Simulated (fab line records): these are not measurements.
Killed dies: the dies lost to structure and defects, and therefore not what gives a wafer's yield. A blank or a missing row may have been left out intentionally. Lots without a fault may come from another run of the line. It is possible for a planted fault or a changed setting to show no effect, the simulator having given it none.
What tool caused it? -- flow n5Finfet -- 72 wafers from 24 lots sampled at 6 of the route's 1938 steps

== WHAT EACH GAUGE READ, for each wafer ==
N5_BEOL_M6_OVL_MEAS_29.
lot,measured,on,V5_OVL (nm)
L075,day 9 08:19,overlay-02,-0.7 0.0 0.1
L074,day 9 08:22,overlay-01,-0.2 -0.6 0.0
L076,day 9 10:34,overlay-02,0.2 -0.3 0.1
L077,day 9 16:37,overlay-01,0.2 0.2 0.0
L078,day 9 16:41,overlay-02,-0.3 -0.2 0.1
L079,day 9 19:41,overlay-02,-0.9 0.1 -0.5
L080,day 10 09:42,overlay-02,-0.9 -1.7 -1.8
L081,day 10 14:17,overlay-02,0.3 -0.7 -0.4
L082,day 11 03:16,overlay-02,0.5 0.4 -0.1
L083,day 11 11:05,overlay-02,-0.2 -0.7 0.4
L084,day 11 14:24,overlay-01,-0.8 -0.6 0.1
L085,day 11 18:14,overlay-01,0.4 0.2 0.3
L087,day 12 07:19,overlay-02,0.7 0.3 0.1
L088,day 12 07:22,overlay-02,-0.8 -0.3 -1.1
L089,day 12 10:01,overlay-01,-0.3 -1.2 -0.9
L086,day 12 09:51,overlay-02,0.1 0.0 -0.8
L090,day 12 21:03,overlay-01,-0.3 -0.5 -0.1
L092,day 13 09:35,overlay-01,0.1 0.9 -0.6
L091,day 13 10:54,overlay-02,0.4 -0.5 0.2
L093,day 13 13:48,overlay-02,-1.4 -0.9 -0.6
L094,day 13 22:03,overlay-01,0.1 -0.6 -1.0
L095,day 13 23:36,overlay-01,-0.3 0.3 0.2
L096,day 14 06:13,overlay-01,0.3 0.9 0.4
L097,day 14 10:29,overlay-02,-1.0 -0.8 -1.0

== WHICH TOOL RAN EACH LOT (tool, then ch and the chambers of the sampled wafers, then the start) ==
lot,N5_BEOL_M5_ETCH_41,N5_BEOL_M5_SPUTTER_90,N5_BEOL_M5_DEP_56,N5_BEOL_M6_PECVD_70,N5_BEOL_M6_HM_DEP_02
L075,"rieDiel-02 ch 0,3, day 9 02:10 or earlier","pvdSputter-01, day 9 02:10","pecvd-02 ch 1,2, day 9 03:09","pecvd-03 ch 0,2, day 9 03:53","pvdSputter-02, day 9 04:48"
L074,"rieDiel-04 ch 0,1,3, day 9 03:41 or earlier","pvdSputter-02, day 9 03:41","pecvd-02 ch 0,1, day 9 04:40","pecvd-03 ch 0,1, day 9 05:53","pvdSputter-03, day 9 06:13"
L076,"rieDiel-04 ch 0,1,3, day 9 05:01 or earlier","pvdSputter-03, day 9 05:01","pecvd-03 ch 0,2, day 9 06:15","pecvd-01 ch 0,1,2, day 9 07:00","pvdSputter-01, day 9 08:32"
L077,"rieDiel-04 ch 0,2, day 9 10:07 or earlier","pvdSputter-02, day 9 10:07","pecvd-04 ch 0, day 9 11:09","pecvd-02 ch 0,2, day 9 12:07","pvdSputter-03, day 9 13:24"
L078,"rieDiel-02 ch 0,3, day 9 12:37 or earlier","pvdSputter-03, day 9 12:37","pecvd-02 ch 0,1,2, day 9 13:37","pecvd-03 ch 0,1,2, day 9 14:22","pvdSputter-03, day 9 14:37"
L079,"rieDiel-06 ch 1,2,3, day 9 15:16 or earlier","pvdSputter-02, day 9 15:16","pecvd-03 ch 0,1,2, day 9 16:47","pecvd-03 ch 1,2, day 9 18:00","pvdSputter-03, day 9 18:04"
L080,"rieDiel-04 ch 0,2, day 10 04:22 or earlier","pvdSputter-02, day 10 04:22","pecvd-04 ch 0,1, day 10 05:37","pecvd-02 ch 0,1,2, day 10 06:51","pvdSputter-01, day 10 07:15"
L081,"rieDiel-04 ch 0,1, day 10 09:25 or earlier","pvdSputter-03, day 10 09:25","pecvd-02 ch 0,1,2, day 10 10:24","pecvd-01 ch 0,2, day 10 12:01","pvdSputter-03, day 10 12:11"
L082,"rieDiel-04 ch 0,2,3, day 10 22:22 or earlier","pvdSputter-01, day 10 22:22","pecvd-02 ch 0,2, day 10 23:28","pecvd-03 ch 1,2, day 11 00:14","pvdSputter-03, day 11 01:53"
L083,"rieDiel-06 ch 0,2,3, day 11 03:42 or earlier","pvdSputter-02, day 11 03:42","pecvd-04 ch 0,1, day 11 05:59","pecvd-02 ch 0,2, day 11 06:44","pvdSputter-02, day 11 07:10"
L084,"rieDiel-02 ch 0,1,2, day 11 10:53 or earlier","pvdSputter-03, day 11 10:53","pecvd-03 ch 0,2, day 11 11:53","pecvd-01 ch 0,1, day 11 12:37","pvdSputter-02, day 11 12:52"
L085,"rieDiel-06 ch 1,2,3, day 11 11:41 or earlier","pvdSputter-02, day 11 11:41","pecvd-02 ch 0,1,2, day 11 12:52","pecvd-03 ch 0,1, day 11 13:36","pvdSputter-03, day 11 14:49"
L087,"rieDiel-06 ch 1,2,3, day 11 22:22 or earlier","pvdSputter-02, day 11 22:22","pecvd-03 ch 1,2, day 12 00:14","pecvd-03 ch 0,1,2, day 12 00:59","pvdSputter-01, day 12 04:25"
L088,"rieDiel-04 ch 0,1,2, day 12 02:28 or earlier","pvdSputter-03, day 12 02:28","pecvd-04 ch 0,1,2, day 12 03:28","pecvd-02 ch 0,1, day 12 04:13","pvdSputter-01, day 12 04:37"
L089,"rieDiel-06 ch 1,2,3, day 12 03:36 or earlier","pvdSputter-01, day 12 03:36","pecvd-03 ch 1,2, day 12 04:35","pecvd-02 ch 0,1,2, day 12 05:49","pvdSputter-03, day 12 07:48"
L086,"rieDiel-04 ch 0,3, day 12 04:24 or earlier","pvdSputter-02, day 12 04:24","pecvd-03 ch 1,2, day 12 05:25","pecvd-03 ch 1,2, day 12 06:09","pvdSputter-03, day 12 07:59"
L090,"rieDiel-06 ch 1,3, day 12 15:10 or earlier","pvdSputter-03, day 12 15:10","pecvd-03 ch 0,2, day 12 16:09","pecvd-03 ch 0,1,2, day 12 18:22","pvdSputter-01, day 12 19:22"
L092,"rieDiel-06 ch 0,2, day 13 01:32 or earlier","pvdSputter-01, day 13 01:32","pecvd-03 ch 0,1, day 13 02:31","pecvd-03 ch 0,1,2, day 13 03:16","pvdSputter-03, day 13 04:52"
L091,"rieDiel-02 ch 0,1,2, day 13 05:56 or earlier","pvdSputter-02, day 13 05:56","pecvd-03 ch 0,1,2, day 13 06:59","pecvd-01 ch 0,1,2, day 13 07:44","pvdSputter-02, day 13 09:38"
L093,"rieDiel-02 ch 0,1, day 13 09:41 or earlier","pvdSputter-01, day 13 09:41","pecvd-03 ch 1,2, day 13 10:40","pecvd-01 ch 1,2, day 13 11:26","pvdSputter-02, day 13 11:38"
L094,"rieDiel-02 ch 1,2, day 13 16:05 or earlier","pvdSputter-01, day 13 16:05","pecvd-02 ch 1,2, day 13 17:05","pecvd-01 ch 0,1,2, day 13 17:50","pvdSputter-02, day 13 19:06"
L095,"rieDiel-04 ch 0,2, day 13 18:41 or earlier","pvdSputter-02, day 13 18:41","pecvd-02 ch 0,2, day 13 19:40","pecvd-02 ch 0,2, day 13 20:26","pvdSputter-01, day 13 22:00"
L096,"rieDiel-04 ch 1,3, day 14 01:01 or earlier","pvdSputter-02, day 14 01:01","pecvd-04 ch 1,2, day 14 02:22","pecvd-03 ch 0,1, day 14 03:08","pvdSputter-02, day 14 04:13"
L097,"rieDiel-06 ch 2,3, day 14 06:14 or earlier","pvdSputter-01, day 14 06:14","pecvd-04 ch 1,2, day 14 07:15","pecvd-02 ch 0,1,2, day 14 08:01","pvdSputter-03, day 14 08:15"
- N5_BEOL_M5_ETCH_41: etches SiCN in CH3F/O2, target depth 31.5 nm, time 56.7 s.
- N5_BEOL_M5_SPUTTER_90: material Cu, target thk 4.5 nm, time 8.29 s.
- N5_BEOL_M5_DEP_56: deposits SiCN from 3MS/NH3, target thk 8 nm, time 14 s.
- N5_BEOL_M6_PECVD_70: deposits SiO2 from TEOS/O2, target thk 20 nm, time 22.7 s.
- N5_BEOL_M6_HM_DEP_02: deposits TiN, target thk 20 nm.

== AS READ BY THE TOOLS THEMSELVES (means over the sampled wafers that have a number; for cases with no such wafer, the mark the record gives instead) ==
N5_BEOL_M5_ETCH_41.
lot,tool,drypumpMotorCurrentA (A),oesProductAu (a.u.),rfVppV (V),showerheadPlenumPTorr (Torr),throttleValvePct (%)
L075,rieDiel-02,5.93,0.73,297.9,2.02,16.57
L074,rieDiel-04,5.83,0.81,298.8,2.06,16.50
L076,rieDiel-04,5.83,0.81,299.4,2.06,16.51
L077,rieDiel-04,5.81,0.85,297.8,1.99,16.00
L078,rieDiel-02,5.92,0.72,297.8,2.02,16.57
L079,rieDiel-06,5.96,0.74,298.0,2.02,16.43
L080,rieDiel-04,5.83,0.80,298.0,2.03,16.32
L081,rieDiel-04,6.12,0.87,299.3,2.11,16.45
L082,rieDiel-04,5.71,0.79,296.1,2.00,16.31
L083,rieDiel-06,5.91,0.72,297.1,2.02,16.57
L084,rieDiel-02,5.77,0.73,296.7,1.96,16.50
L085,rieDiel-06,5.95,0.83,297.5,2.02,16.30
L087,rieDiel-06,5.95,0.82,297.9,2.02,16.31
L088,rieDiel-04,5.97,0.83,298.6,2.05,16.25
L089,rieDiel-06,5.94,0.82,298.0,2.02,16.31
L086,rieDiel-04,5.59,0.72,297.2,2.00,16.62
L090,rieDiel-06,6.08,0.83,296.0,1.97,16.28
L092,rieDiel-06,5.79,0.79,298.6,2.05,16.47
L091,rieDiel-02,5.77,0.72,296.9,1.96,16.53
L093,rieDiel-02,5.95,0.70,297.5,1.98,16.71
L094,rieDiel-02,5.51,0.72,296.9,1.93,16.41
L095,rieDiel-04,5.83,0.78,298.1,2.02,16.36
L096,rieDiel-04,5.98,0.83,297.9,2.07,16.47
L097,rieDiel-06,6.01,0.75,296.2,1.97,16.52

N5_BEOL_M5_SPUTTER_90.
lot,tool,throttleValvePct (%)
L075,pvdSputter-01,30.6
L074,pvdSputter-02,29.7
L076,pvdSputter-03,30.8
L077,pvdSputter-02,30.1
L078,pvdSputter-03,31.0
L079,pvdSputter-02,29.8
L080,pvdSputter-02,30.0
L081,pvdSputter-03,30.8
L082,pvdSputter-01,30.3
L083,pvdSputter-02,29.7
L084,pvdSputter-03,31.2
L085,pvdSputter-02,29.6
L087,pvdSputter-02,30.4
L088,pvdSputter-03,31.1
L089,pvdSputter-01,30.0
L086,pvdSputter-02,30.3
L090,pvdSputter-03,31.0
L092,pvdSputter-01,30.6
L091,pvdSputter-02,29.8
L093,pvdSputter-01,29.9
L094,pvdSputter-01,30.2
L095,pvdSputter-02,30.2
L096,pvdSputter-02,29.6
L097,pvdSputter-01,29.9

N5_BEOL_M5_DEP_56.
lot,tool,showerheadPlenumPTorr (Torr),throttleValvePct (%)
L075,pecvd-02,3.657,8.4
L074,pecvd-02,3.649,9.1
L076,pecvd-03,3.676,8.9
L077,pecvd-04,3.664,9.0
L078,pecvd-02,3.651,8.7
L079,pecvd-03,3.667,8.9
L080,pecvd-04,3.663,9.5
L081,pecvd-02,3.657,8.9
L082,pecvd-02,3.646,9.2
L083,pecvd-04,3.666,9.7
L084,pecvd-03,3.677,9.2
L085,pecvd-02,3.652,8.8
L087,pecvd-03,3.663,8.6
L088,pecvd-04,3.671,9.1
L089,pecvd-03,3.664,8.5
L086,pecvd-03,3.662,8.6
L090,pecvd-03,3.687,9.0
L092,pecvd-03,3.661,9.0
L091,pecvd-03,3.666,8.7
L093,pecvd-03,3.667,8.7
L094,pecvd-02,3.651,8.4
L095,pecvd-02,3.648,9.1
L096,pecvd-04,3.670,8.9
L097,pecvd-04,3.677,9.0

N5_BEOL_M6_PECVD_70.
lot,tool,heaterPowerW (W),showerheadPlenumPTorr (Torr),throttleValvePct (%)
L075,pecvd-03,785,8.85,22.5
L074,pecvd-03,788,8.83,22.7
L076,pecvd-01,742,8.72,22.5
L077,pecvd-02,879,8.75,21.8
L078,pecvd-03,788,8.80,21.7
L079,pecvd-03,628,8.73,21.1
L080,pecvd-02,829,8.74,21.7
L081,pecvd-01,669,8.62,21.7
L082,pecvd-03,670,8.75,21.0
L083,pecvd-02,979,8.70,22.6
L084,pecvd-01,757,8.82,23.3
L085,pecvd-03,778,8.82,22.5
L087,pecvd-03,724,8.79,21.8
L088,pecvd-02,938,8.71,22.7
L089,pecvd-02,899,8.73,21.6
L086,pecvd-03,741,8.76,21.1
L090,pecvd-03,726,8.78,21.9
L092,pecvd-03,716,8.81,21.8
L091,pecvd-01,692,8.72,22.7
L093,pecvd-01,783,8.84,22.8
L094,pecvd-01,736,8.73,22.6
L095,pecvd-02,984,8.75,22.1
L096,pecvd-03,745,8.83,22.8
L097,pecvd-02,853,8.73,21.8

N5_BEOL_M6_HM_DEP_02.
lot,tool,throttleValvePct (%)
L075,pvdSputter-02,29.6
L074,pvdSputter-03,31.2
L076,pvdSputter-01,29.7
L077,pvdSputter-03,31.3
L078,pvdSputter-03,31.3
L079,pvdSputter-03,30.8
L080,pvdSputter-01,29.9
L081,pvdSputter-03,31.0
L082,pvdSputter-03,31.3
L083,pvdSputter-02,30.0
L084,pvdSputter-02,30.5
L085,pvdSputter-03,31.4
L087,pvdSputter-01,30.3
L088,pvdSputter-01,30.0
L089,pvdSputter-03,30.9
L086,pvdSputter-03,31.3
L090,pvdSputter-01,30.3
L092,pvdSputter-03,31.5
L091,pvdSputter-02,30.3
L093,pvdSputter-02,30.9
L094,pvdSputter-02,29.4
L095,pvdSputter-01,30.7
L096,pvdSputter-02,29.5
L097,pvdSputter-03,31.4

== THE ANSWER, worked out from the rows above alone ==
Rule: usual is defined by the lots themselves. The widest of any qualifying gaps counts: lots, ordered by their means at a reading, are off when they make up no more than a third of the lots, leave a main group of 4 or more, and stand apart from it by 3 or more times the standard deviation of that group's means. The tables above print the reading to a certain number of digits; a main group whose means all agree to those digits is not used. A lot without any number at a reading at which 4 lots or more have one is off too. Any other lot the step has rows for is counted as sound. Order of review: gauges by route order, followed by the tools' own readings, for which a lot's mean as printed above is used. The first step at which some lot is off is used, and at that step the reading that is off furthest; a lot without a number counts as furthest.
None of the lots is off at any reading shown; this tells nothing.

== WHAT THE SIMULATOR HAD PUT IN ==
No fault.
